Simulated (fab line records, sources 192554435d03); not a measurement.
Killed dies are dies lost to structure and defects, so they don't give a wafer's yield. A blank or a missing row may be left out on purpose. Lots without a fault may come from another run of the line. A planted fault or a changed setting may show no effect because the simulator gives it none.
fab line records | flow n5_finfet
record lots=7 wafers=39
route steps=1938 shown FIN_SAQP@125 DUMMY_GATE@237 SD_EPI_N@267 GATE_CUT@500 MOL_CONTACT_COAG@599
start_h: hours from the record's first day to the start of the lot's first wafer shown | wait_h: hours since the lot's step before | " the same as in the row above | L1.1+2: a row that stands for several wafers | - no value, or no start given | * or withheld: withheld | < > ~ a bound
route shown NAME@n: a module of which the file shows steps, and the number in the route of the first | usual: mean/standard deviation of fault-free wafers | same: alike in all rows | chamber/n: place in a boat | sites: the reading at each site | _std_site: their standard deviation | _edge_site: outer sites' mean less inner sites' | radius_mm: how far each site lies from the wafer's centre | mask NAME#n: copy n | behind: the tool/chamber that last shaped the wafer | hold: why the lot was held/for how many hours/how that ended | device: the transistor (n, p or np) that didn't switch | end of line: the same wafers' tests at the end of the route | a step without rows: its recipe alone | killed: dies lost to structure and defects at the first sort, not the wafer's yield | map: a wafer's dies, x killed, . not, _ none there
set.NAME: the setting as run; set.NAME@STEP: as run at that earlier step | model.NAME: the simulator's own value behind a step, which no gauge read
lots whose settings were changed on purpose; a table a step, a row a wafer
## steps
# step N5_FIN_SAQP_SPACER1_ALD_24
# recipe material=SiO2 target_thk_a=203 temp_c=300 ald_precursor_family=BDEAS ald_co_reactant=O2-plasma pulse_time_s=1 purge_time_s=2 co_reactant_purge_time_s=2 ald_cycles=218 pressure_torr=2
# columns lot.wafer tool chamber start_h wait_h set.temp_c model.SiO2_of_FIN_SAQP_SPACER1_ALD_24.thk_nm
L075.1 ald_sin-04 1 29.38 0.3 300 20.4
L075.2+4+6 " 0,2,0 " " 291.1 21
L075.3+5 " 3 " " 300 20.2
L080.3 ald_sin-04 0 59.12 0.1 300 20.4
L080.4+6 " 3,1 " " 300 20.2
L082.1 ald_sin-03 0 72.22 0.3 300 20.4
L082.2+5+6 " 2,3,0 " " 287.6 21.2
L082.3+4 " 1,3 " " 300 20.2
L083.1+6 ald_sin-02 3,0 77.11 0.4 300 20.4
L083.2+3+5 " 2,1,3 " " 311.6 20
L083.4 " 0 " " 300 20.2
L088.1+2+4 ald_sin-02 0,2,1 107.05 0.3 300 20.4
L088.3+5+6 " 3,0,3 " " 300 20.2
L094.1+2+3+4+6 ald_sin-02 1,2,0,3,3 145.45 0.3 300 20.4
L094.5 " 2 " " 300 20.6
L097.1+2+6 ald_sin-03 1,3,3 161.52 0.3 300 20.4
L097.3 " 0 " " 314.3 19.8
L097.4+5 " 2 " " 314.3 20
# step N5_FIN_SAQP_FIN_ETCH_36
# recipe chemistry=HBr/Cl2/O2 target_depth_a=1200 mask_material=SiNx time_s=50.4 bias_w=102 pressure_mtorr=10 icp_w=800 HBr_flow_sccm=150 Cl2_flow_sccm=80 O2_flow_sccm=12
# columns lot.wafer tool chamber start_h wait_h set.bias_w model.etch.depth_nm model.FIN_SAQP.feature_depth_nm
L075.1 rie_si-03 2 32.60 0.0 118.4 124.4 124.4
L075.2 " 0 " " 102 118.9 119
L075.3 " 1 " " 118.4 125 125
L075.4 " 3 " " 102 119.8 119.8
L075.5 " 2 " " 102 121.2 121.2
L075.6 " 1 " " 118.4 124.8 124.8
L080.3 rie_si-06 2 61.92 0.0 102 119.9 120
L080.4 " 0 " " 102 118.7 118.8
L080.6 " 1 " " 102 118.5 118.6
L082.1 rie_si-03 0 75.32 0.0 90.37 116 116
L082.2 " 3 " " 90.37 118 118
L082.3 " 1 " " 102 121.8 121.8
L082.4 " 2 " " 102 119.7 119.6
L082.5 " 2 " " 90.37 116.7 116.8
L082.6 " 3 " " 102 120.3 120.2
L083.1 rie_si-06 3 79.90 0.0 120 123.5 123.4
L083.2 " 0 " " 102 120.4 120.4
L083.3 " 1 " " 120 122.9 122.8
L083.4 " 2 " " 102 121 121
L083.5 " 0 " " 120 123.9 123.8
L083.6 " 3 " " 102 119 119
L088.1 rie_si-05 2 110.00 0.0 113 121.2 121.2
L088.2 " 3 " " 102 120.4 120.4
L088.3 " 1 " " 113 122.1 122
L088.4 " 0 " " 102 118.8 118.8
L088.5 " 1 " " 113 122 122
L088.6 " 0 " " 102 117.9 117.8
L094.1 rie_si-03 2 149.02 0.0 102 118.2 118.2
L094.2 " 0 " " 102 116.5 116.4
L094.3 " 1 " " 102 119.3 119.4
L094.4 " 3 " " 102 118.4 118.4
L094.5 " 3 " " 102 118.9 119
L094.6 " 2 " " 102 118.9 118.8
L097.1 rie_si-06 2 164.31 0.0 116.9 123.5 123.6
L097.2 " 0 " " 102 118.9 119
L097.3 " 1 " " 116.9 123.9 123.8
L097.4 " 3 " " 116.9 123.7 123.6
L097.5 " 2 " " 102 120.1 120
L097.6 " 3 " " 102 118.6 118.6
# step N5_FIN_SAQP_PRECLEAN_38
# recipe chemistry=O3/DIW time_s=45 temp_c=22 o3_ppm=10
# step N5_FIN_SAQP_PRECLEAN_45
# recipe chemistry=dHF time_s=10 dilution=500:1 temp_c=25
# step N5_FIN_SAQP_SRD_39
# recipe dry=ipa_marangoni time_s=30 temp_c=23 rinse_liquid=diw
# step N5_FIN_SAQP_OCD_MEAS_76
# usual trench_depth_nm=119.4/1.2
# columns lot.wafer tool chamber start_h wait_h set.bias_w@FIN_SAQP_FIN_ETCH_36 trench_depth_nm
L075.1 ocd-02 - 32.82 0.0 118.4 124.3
L075.2 " - " " 102 118.7
L075.3 " - " " 118.4 124.9
L075.4 " - " " 102 119.5
L075.5 " - " " 102 121.3
L075.6 " - " " 118.4 124.6
L080.3 ocd-01 - 62.15 0.0 102 119.9
L080.4 " - " " 102 118.8
L080.6 " - " " 102 118.4
L082.1 ocd-02 - 75.54 0.0 90.37 115.9
L082.2 " - " " 90.37 118.0
L082.3 " - " " 102 122.1
L082.4 " - " " 102 119.2
L082.5 " - " " 90.37 116.2
L082.6 " - " " 102 120.3
L083.1 ocd-02 - 80.12 0.0 120 123.7
L083.2 " - " " 102 120.5
L083.3 " - " " 120 123.1
L083.4 " - " " 102 120.7
L083.5 " - " " 120 123.4
L083.6 " - " " 102 118.9
L088.1 ocd-01 - 110.22 0.0 113 120.7
L088.2 " - " " 102 120.6
L088.3 " - " " 113 122.3
L088.4 " - " " 102 118.6
L088.5 " - " " 113 122.4
L088.6 " - " " 102 117.8
L094.1 ocd-02 - 149.25 0.0 102 118.5
L094.2 " - " " 102 116.3
L094.3 " - " " 102 119.4
L094.4 " - " " 102 118.4
L094.5 " - " " 102 118.9
L094.6 " - " " 102 118.9
L097.1 ocd-02 - 164.53 0.0 116.9 123.3
L097.2 " - " " 102 118.8
L097.3 " - " " 116.9 123.8
L097.4 " - " " 116.9 123.5
L097.5 " - " " 102 120.3
L097.6 " - " " 102 118.2
# step N5_DUMMY_GATE_ETCH_37
# recipe chemistry=N2/H2 target=SOC target_depth_a=600 overetch_a=300 temp_c=40 ion_energy_ev=200 pressure_mtorr=30 source_w=840 bias_w=150 n2_flow_sccm=200 h2_flow_sccm=200
# usual rf_vpp_V=523.6/2.7
# columns lot.wafer tool chamber start_h wait_h set.source_w rf_vpp_V
L075.1 rie_diel-04 1 52.43 0.0 840 523.1
L075.2 " 0 " " 840 519.7
L075.3 " 3 " " 840 523.3
L075.4 " 2 " " 840 524.5
L075.5 " 1 " " 840 523.0
L075.6 " 0 " " 840 518.9
L080.3 rie_diel-02 3 82.58 0.0 840 523.9
L080.4 " 3 " " 840 523.3
L080.6 " 2 " " 840 522.8
L082.1 rie_diel-02 0 96.62 0.0 791.6 528.4
L082.2 " 2 " " 840 523.6
L082.3 " 3 " " 791.6 535.4
L082.4 " 1 " " 840 522.8
L082.5 " 3 " " 840 522.6
L082.6 " 0 " " 791.6 529.0
L083.1 rie_diel-03 0 100.56 0.0 906.1 509.7
L083.2 " 2 " " 840 525.2
L083.3 " 3 " " 906.1 515.9
L083.4 " 1 " " 840 527.4
L083.5 " 1 " " 840 525.7
L083.6 " 0 " " 906.1 511.8
L088.1 rie_diel-02 1 129.16 0.0 840 522.3
L088.2 " 0 " " 888.2 510.0
L088.3 " 2 " " 840 523.5
L088.4 " 3 " " 888.2 514.9
L088.5 " 2 " " 888.2 513.4
L088.6 " 3 " " 840 522.3
L094.1 rie_diel-02 2 168.51 0.0 840 525.2
L094.2 " 1 " " 840 522.4
L094.3 " 3 " " 840 523.9
L094.4 " 0 " " 840 517.8
L094.5 " 2 " " 840 523.8
L094.6 " 3 " " 840 523.5
L097.1 rie_diel-02 0 184.82 0.0 840 520.0
L097.2 " 3 " " 840 524.6
L097.3 " 2 " " 840 522.8
L097.4 " 1 " " 840 522.4
L097.5 " 1 " " 840 520.0
L097.6 " 0 " " 840 517.6
# step N5_SD_EPI_N_EXPOSE_06
# recipe mask_id=SD_N_BLK na=1.35 source_shape=conventional sigma_outer=0.8 polarization=unpolarized target_cd_nm=120 dose_mj=39.75
# columns lot.wafer tool chamber start_h wait_h mask set.dose_mj
L075.1+5+6 arfi_scanner-02 0 54.31 - SD_N_BLK#0 41.11
L075.2+3+4 " 0 " " SD_N_BLK#0 39.75
L080.3+4+6 arfi_scanner-02 0 84.87 - SD_N_BLK#0 39.75
L082.1+2+3+4+5+6 arfi_scanner-01 0 99.57 - SD_N_BLK#0 39.75
L083.1+2+3 arfi_scanner-02 0 102.64 - SD_N_BLK#0 39.75
L083.4+5+6 " 0 " " SD_N_BLK#0 40.63
L088.1+3+4 arfi_scanner-01 0 131.14 - SD_N_BLK#0 38.94
L088.2+5+6 " 0 " " SD_N_BLK#0 39.75
L094.1+3+6 arfi_scanner-01 0 170.30 - SD_N_BLK#0 41.72
L094.2+4+5 " 0 " " SD_N_BLK#0 39.75
L097.1+2+3 arfi_scanner-02 0 188.27 - SD_N_BLK#0 37.74
L097.4+5+6 " 0 " " SD_N_BLK#0 39.75
# step N5_SD_EPI_N_PEB_07
# recipe peb_temp_c=110 peb_time_s=60 resist=CAR-ArF-block
# step N5_SD_EPI_N_DEVELOP_08
# recipe develop_time_s=30 developer=TMAH resist=CAR-ArF-block dev_temp_c=23 rinse_liquid=diw dry=air_spin
# step N5_SD_EPI_N_CD_MEAS_09
# recipe target_cd_nm=120 landing_energy_ev=500 detector=se_inlens
# usual cd_nm=119.7/0.73
# columns lot.wafer tool chamber start_h wait_h set.dose_mj@SD_EPI_N_EXPOSE_06 cd_nm
L075.1 cd_sem-01 0 54.44 - 41.11 123.4
L075.2 " 0 " " 39.75 120.1
L075.3 " 0 " " 39.75 120.0
L075.4 " 0 " " 39.75 120.4
L075.5 " 0 " " 41.11 122.5
L075.6 " 0 " " 41.11 122.0
L080.3 cd_sem-01 0 84.98 - 39.75 118.6
L080.4 " 0 " " 39.75 118.3
L080.6 " 0 " " 39.75 119.2
L082.1 cd_sem-03 0 99.70 - 39.75 118.6
L082.2 " 0 " " 39.75 119.7
L082.3 " 0 " " 39.75 119.3
L082.4 " 0 " " 39.75 119.0
L082.5 " 0 " " 39.75 119.5
L082.6 " 0 " " 39.75 120.1
L083.1 cd_sem-03 0 102.76 - 39.75 119.9
L083.2 " 0 " " 39.75 119.6
L083.3 " 0 " " 39.75 119.6
L083.4 " 0 " " 40.63 121.9
L083.5 " 0 " " 40.63 120.9
L083.6 " 0 " " 40.63 121.0
L088.1 cd_sem-03 0 131.27 - 38.94 119.3
L088.2 " 0 " " 39.75 120.4
L088.3 " 0 " " 38.94 118.6
L088.4 " 0 " " 38.94 119.8
L088.5 " 0 " " 39.75 120.5
L088.6 " 0 " " 39.75 119.9
L094.1 cd_sem-01 0 170.43 - 41.72 121.2
L094.2 " 0 " " 39.75 118.2
L094.3 " 0 " " 41.72 123.3
L094.4 " 0 " " 39.75 119.2
L094.5 " 0 " " 39.75 119.1
L094.6 " 0 " " 41.72 122.4
L097.1 cd_sem-01 0 188.39 - 37.74 115.2
L097.2 " 0 " " 37.74 115.8
L097.3 " 0 " " 37.74 115.9
L097.4 " 0 " " 39.75 118.4
L097.5 " 0 " " 39.75 118.5
L097.6 " 0 " " 39.75 118.5
# step N5_SD_EPI_N_DESCUM_14
# recipe chemistry=O2 time_s=7.9 source_power_w=50 bias_power_w=20 pressure_mtorr=20 rf_frequency_hz=2.712e+07 temp_c=40 resist=CAR-ArF-block o2_flow_sccm=225
# columns lot.wafer tool chamber start_h wait_h set.dose_mj@SD_EPI_N_EXPOSE_06 model.SD_EPI_N.cd_nm
L075.1 rie_diel-06 3 54.53 0.0 41.11 123.2
L075.2 " 1 " " 39.75 120
L075.3 " 2 " " 39.75 120.2
L075.4 " 0 " " 39.75 120.6
L075.5 " 2 " " 41.11 122.8
L075.6 " 1 " " 41.11 121.8
L080.3+4 rie_diel-01 3 85.07 0.0 39.75 118.4
L080.6 " 1 " " 39.75 119.6
L082.1+2+3+5 rie_diel-06 1,3,2,3 99.79 0.0 39.75 119.4
L082.4 " 0 " " 39.75 119.6
L082.6 " 2 " " 39.75 120.2
L083.1+2 rie_diel-05 2,3 102.91 0.1 39.75 119.8
L083.3 " 0 " " 39.75 120
L083.4 " 1 " " 40.63 122
L083.5 " 1 " " 40.63 121.2
L083.6 " 2 " " 40.63 121
L088.1 rie_diel-05 1 132.15 0.8 38.94 119.6
L088.2+6 " 3,1 " " 39.75 120
L088.3 " 0 " " 38.94 118.4
L088.4 " 2 " " 38.94 119.8
L088.5 " 0 " " 39.75 120.6
L094.1 rie_diel-01 1 170.52 0.0 41.72 121.4
L094.2 " 0 " " 39.75 118.6
L094.3 " 3 " " 41.72 123.4
L094.4 " 2 " " 39.75 119.6
L094.5 " 0 " " 39.75 119.4
L094.6 " 3 " " 41.72 122.6
L097.1 rie_diel-06 2 188.50 0.0 37.74 115
L097.2+3 " 1,3 " " 37.74 116
L097.4 " 0 " " 39.75 118
L097.5+6 " 0,1 " " 39.75 119
# step N5_SD_EPI_N_ETCH_34
# recipe chemistry=CF4 target=SiARC target_depth_a=455 mask_material=CAR-ArF-block time_s=75.8 ion_energy_ev=80 pressure_mtorr=40 source_w=545 bias_w=36 Ar_flow_sccm=100 cf4_flow_sccm=100 ends=cleared
# columns lot.wafer tool chamber start_h wait_h set.dose_mj@SD_EPI_N_EXPOSE_06 model.SD_EPI_N.cd_nm
L075.1 rie_diel-06 3 54.57 0.0 41.11 123.2
L075.2 " 1 " " 39.75 119.6
L075.3 " 2 " " 39.75 120
L075.4 " 0 " " 39.75 120.6
L075.5 " 2 " " 41.11 123
L075.6 " 1 " " 41.11 121.6
L080.3+4 rie_diel-01 3 85.10 0.0 39.75 118.4
L080.6 " 1 " " 39.75 120
L082.1 rie_diel-06 1 99.82 0.0 39.75 119.2
L082.2+3 " 3,2 " " 39.75 119.6
L082.4 " 0 " " 39.75 119.8
L082.5 " 3 " " 39.75 119.4
L082.6 " 2 " " 39.75 120.4
L083.1+3 rie_diel-05 2,0 102.95 0.0 39.75 120
L083.2 " 3 " " 39.75 119.6
L083.4 " 1 " " 40.63 122
L083.5+6 " 1,2 " " 40.63 121.4
L088.1 rie_diel-05 1 132.18 0.0 38.94 119.4
L088.2 " 3 " " 39.75 119.4
L088.3 " 0 " " 38.94 118.6
L088.4 " 2 " " 38.94 120
L088.5 " 0 " " 39.75 120.8
L088.6 " 1 " " 39.75 119.8
L094.1 rie_diel-01 1 170.55 0.0 41.72 121.4
L094.2 " 0 " " 39.75 118.6
L094.3 " 3 " " 41.72 123.4
L094.4 " 2 " " 39.75 119.6
L094.5 " 0 " " 39.75 119.4
L094.6 " 3 " " 41.72 122.6
L097.1 rie_diel-06 2 188.53 0.0 37.74 115.2
L097.2+3 " 1,3 " " 37.74 115.8
L097.4 " 0 " " 39.75 118.2
L097.5 " 0 " " 39.75 119.2
L097.6 " 1 " " 39.75 118.6
# step N5_GATE_CUT_CUT_ETCH_53
# recipe chemistry=SF6/Cl2 target=W mask_material=SiO2 target_depth_a=792 pressure_mtorr=8 icp_w=900 bias_w=80 SF6_flow_sccm=40 Cl2_flow_sccm=60 ends=cleared
# usual etch_rf_on_time_s=26.2/0.38
# columns lot.wafer tool chamber start_h wait_h set.icp_w etch_rf_on_time_s
L075.1 rie_metal-02 0 88.97 0.1 900 26.0
L075.2 " 1 " " 900 26.6
L075.3 " 0 " " 900 25.8
L075.4 " 1 " " 900 26.6
L075.5 " 0 " " 900 25.9
L075.6 " 1 " " 900 26.7
L080.3 rie_metal-03 0 119.45 0.1 900 25.7
L080.4 " 1 " " 900 25.9
L080.6 " 1 " " 900 26.0
L082.1 rie_metal-03 0 134.70 0.1 738.5 30.6
L082.2 " 1 " " 738.5 31.3
L082.3 " 1 " " 900 26.5
L082.4 " 0 " " 900 25.8
L082.5 " 1 " " 900 26.4
L082.6 " 0 " " 738.5 30.8
L083.1 rie_metal-02 1 138.09 0.1 900 26.8
L083.2 " 0 " " 990 23.9
L083.3 " 1 " " 900 26.5
L083.4 " 0 " " 990 23.9
L083.5 " 0 " " 900 26.1
L083.6 " 1 " " 990 24.5
L088.1 rie_metal-02 0 168.01 0.1 964.4 24.5
L088.2 " 1 " " 964.4 25.0
L088.3 " 1 " " 964.4 25.0
L088.4 " 0 " " 900 25.9
L088.5 " 1 " " 900 26.4
L088.6 " 0 " " 900 25.9
L094.1 rie_metal-03 1 205.42 0.1 975.8 24.5
L094.2 " 0 " " 900 25.8
L094.3 " 0 " " 900 25.9
L094.4 " 1 " " 975.8 24.5
L094.5 " 1 " " 975.8 24.6
L094.6 " 0 " " 900 25.9
L097.1 rie_metal-03 0 224.42 0.1 900 26.3
L097.2 " 1 " " 980.4 24.5
L097.3 " 0 " " 980.4 24.4
L097.4 " 1 " " 980.4 24.5
L097.5 " 1 " " 900 26.4
L097.6 " 0 " " 900 26.3
# step N5_MOL_CONTACT_COAG_EXPOSE_37
# recipe mask_id=VD na=0.33 source_shape=annular sigma_inner=0.3 sigma_outer=0.7 polarization=unpolarized defocus_nm=0 dose_mj=62
# columns lot.wafer tool chamber start_h wait_h mask set.dose_mj
L075.1+4+6 euv_scanner-01 0 102.49 - VD#0 64.06
L075.2+3+5 " 0 " " VD#0 62
L080.3+4+6 euv_scanner-01 0 138.13 - VD#0 62
L082.1+5+6 euv_scanner-01 0 148.85 - VD#0 58.55
L082.2+3+4 " 0 " " VD#0 62
L083.1+3+4 euv_scanner-02 0 155.45 - VD#0 62
L083.2+5+6 " 0 " " VD#0 66.71
L088.1+3+5 euv_scanner-01 0 181.39 - VD#0 62
L088.2+4+6 " 0 " " VD#0 64.74
L094.1+4+6 euv_scanner-02 0 227.12 - VD#0 62
L094.2+3+5 " 0 " " VD#0 57.66
L097.1+3+6 euv_scanner-02 0 242.72 - VD#0 62
L097.2+4+5 " 0 " " VD#0 57.57
# step N5_MOL_CONTACT_COAG_PEB_38
# recipe peb_temp_c=100 peb_time_s=60 resist=CAR-EUV
# step N5_MOL_CONTACT_COAG_DEVELOP_39
# recipe develop_time_s=30 developer=TMAH resist=CAR-EUV rinse_liquid=surfactant_rinse dry=air_spin dev_temp_c=23
# step N5_MOL_CONTACT_COAG_CD_MEAS_40
# recipe target_cd_nm=25.1 landing_energy_ev=500 detector=se_inlens polarity=opening
# usual cd_nm=25.03/0.24
# columns lot.wafer tool chamber start_h wait_h set.dose_mj@MOL_CONTACT_COAG_EXPOSE_37 cd_nm
L075.1 cd_sem-03 0 102.64 - 64.06 25.03
L075.2 " 0 " " 62 24.78
L075.3 " 0 " " 62 24.56
L075.4 " 0 " " 64.06 25.66
L075.5 " 0 " " 62 24.51
L075.6 " 0 " " 64.06 25.67
L080.3 cd_sem-02 0 138.26 - 62 25.33
L080.4 " 0 " " 62 25.04
L080.6 " 0 " " 62 25.07
L082.1 cd_sem-02 0 148.99 - 58.55 24.41
L082.2 " 0 " " 62 24.91
L082.3 " 0 " " 62 24.98
L082.4 " 0 " " 62 25.19
L082.5 " 0 " " 58.55 24.35
L082.6 " 0 " " 58.55 24.11
L083.1 cd_sem-02 0 155.59 - 62 25.25
L083.2 " 0 " " 66.71 26.25
L083.3 " 0 " " 62 24.83
L083.4 " 0 " " 62 24.91
L083.5 " 0 " " 66.71 26.29
L083.6 " 0 " " 66.71 26.06
L088.1 cd_sem-03 0 181.53 - 62 24.77
L088.2 " 0 " " 64.74 25.73
L088.3 " 0 " " 62 24.82
L088.4 " 0 " " 64.74 25.90
L088.5 " 0 " " 62 24.78
L088.6 " 0 " " 64.74 25.80
L094.1 cd_sem-02 0 227.26 - 62 25.03
L094.2 " 0 " " 57.66 23.62
L094.3 " 0 " " 57.66 23.41
L094.4 " 0 " " 62 25.46
L094.5 " 0 " " 57.66 23.78
L094.6 " 0 " " 62 25.09
L097.1 cd_sem-01 0 242.87 - 62 25.37
L097.2 " 0 " " 57.57 24.02
L097.3 " 0 " " 62 25.51
L097.4 " 0 " " 57.57 23.59
L097.5 " 0 " " 57.57 23.19
L097.6 " 0 " " 62 25.16
# step N5_MOL_CONTACT_COAG_PRECLEAN_138
# recipe chemistry=alkaline_clean temp_c=60 time_s=60 do_ppb=50
# step N5_MOL_CONTACT_COAG_SRD_139
# recipe dry=ipa_marangoni time_s=30 temp_c=23 rinse_liquid=diw
# step N5_MOL_CONTACT_COAG_CD_MEAS_101
# recipe target_cd_nm=16
# usual cd_nm=16.0/0.36
# columns lot.wafer tool chamber start_h wait_h set.dose_mj@MOL_CONTACT_COAG_EXPOSE_37 cd_nm
L075.1 cd_sem-01 - 104.10 0.0 64.06 16.6
L075.2 " - " " 62 16.0
L075.3 " - " " 62 15.4
L075.4 " - " " 64.06 16.3
L075.5 " - " " 62 15.8
L075.6 " - " " 64.06 16.2
L080.3 cd_sem-01 - 140.28 0.0 62 16.0
L080.4 " - " " 62 15.5
L080.6 " - " " 62 16.8
L082.1 cd_sem-03 - 149.95 0.0 58.55 15.4
L082.2 " - " " 62 16.0
L082.3 " - " " 62 15.8
L082.4 " - " " 62 16.4
L082.5 " - " " 58.55 15.1
L082.6 " - " " 58.55 14.4
L083.1 cd_sem-03 - 156.69 0.0 62 15.7
L083.2 " - " " 66.71 17.2
L083.3 " - " " 62 16.0
L083.4 " - " " 62 15.3
L083.5 " - " " 66.71 17.4
L083.6 " - " " 66.71 17.4
L088.1 cd_sem-03 - 182.59 0.0 62 16.0
L088.2 " - " " 64.74 16.7
L088.3 " - " " 62 15.9
L088.4 " - " " 64.74 16.3
L088.5 " - " " 62 15.9
L088.6 " - " " 64.74 17.3
L094.1 cd_sem-02 - 228.79 0.0 62 16.1
L094.2 " - " " 57.66 14.7
L094.3 " - " " 57.66 14.2
L094.4 " - " " 62 16.0
L094.5 " - " " 57.66 14.4
L094.6 " - " " 62 16.2
L097.1 cd_sem-02 - 244.28 0.0 62 15.4
L097.2 " - " " 57.57 15.4
L097.3 " - " " 62 16.5
L097.4 " - " " 57.57 14.2
L097.5 " - " " 57.57 14.4
L097.6 " - " " 62 16.1
## key
split step=N5_FIN_SAQP_SPACER1_ALD_24 setting=temp_c stated=300 by=wafer
response step=N5_FIN_SAQP_SPACER1_ALD_24 reading=model.SiO2_of_FIN_SAQP_SPACER1_ALD_24.thk_nm change=-0.15 per=1% r=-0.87
split step=N5_FIN_SAQP_FIN_ETCH_36 setting=bias_w stated=102 by=wafer
response step=N5_FIN_SAQP_FIN_ETCH_36 reading=model.etch.depth_nm change=+0.265 per=1% r=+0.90
response step=N5_FIN_SAQP_FIN_ETCH_36 reading=model.FIN_SAQP.feature_depth_nm change=+0.261 per=1% r=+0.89
response step=N5_FIN_SAQP_OCD_MEAS_76 reading=trench_depth_nm change=+0.267 per=1% r=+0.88
split step=N5_DUMMY_GATE_ETCH_37 setting=source_w stated=840 by=wafer
response step=N5_DUMMY_GATE_ETCH_37 reading=rf_vpp_V change=-1.64 per=1% r=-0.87
split step=N5_SD_EPI_N_EXPOSE_06 setting=dose_mj stated=39.75 by=wafer
response step=N5_SD_EPI_N_CD_MEAS_09 reading=cd_nm change=+0.639 per=1% r=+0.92
response step=N5_SD_EPI_N_DESCUM_14 reading=model.SD_EPI_N.cd_nm change=+0.63 per=1% r=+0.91
response step=N5_SD_EPI_N_ETCH_34 reading=model.SD_EPI_N.cd_nm change=+0.643 per=1% r=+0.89
split step=N5_GATE_CUT_CUT_ETCH_53 setting=icp_w stated=900 by=wafer
response step=N5_GATE_CUT_CUT_ETCH_53 reading=etch_rf_on_time_s change=* per=1% r=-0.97
split step=N5_MOL_CONTACT_COAG_EXPOSE_37 setting=dose_mj stated=62 by=wafer
response step=N5_MOL_CONTACT_COAG_CD_MEAS_40 reading=cd_nm change=+0.201 per=1% r=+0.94
response step=N5_MOL_CONTACT_COAG_CD_MEAS_101 reading=cd_nm change=+0.211 per=1% r=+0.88
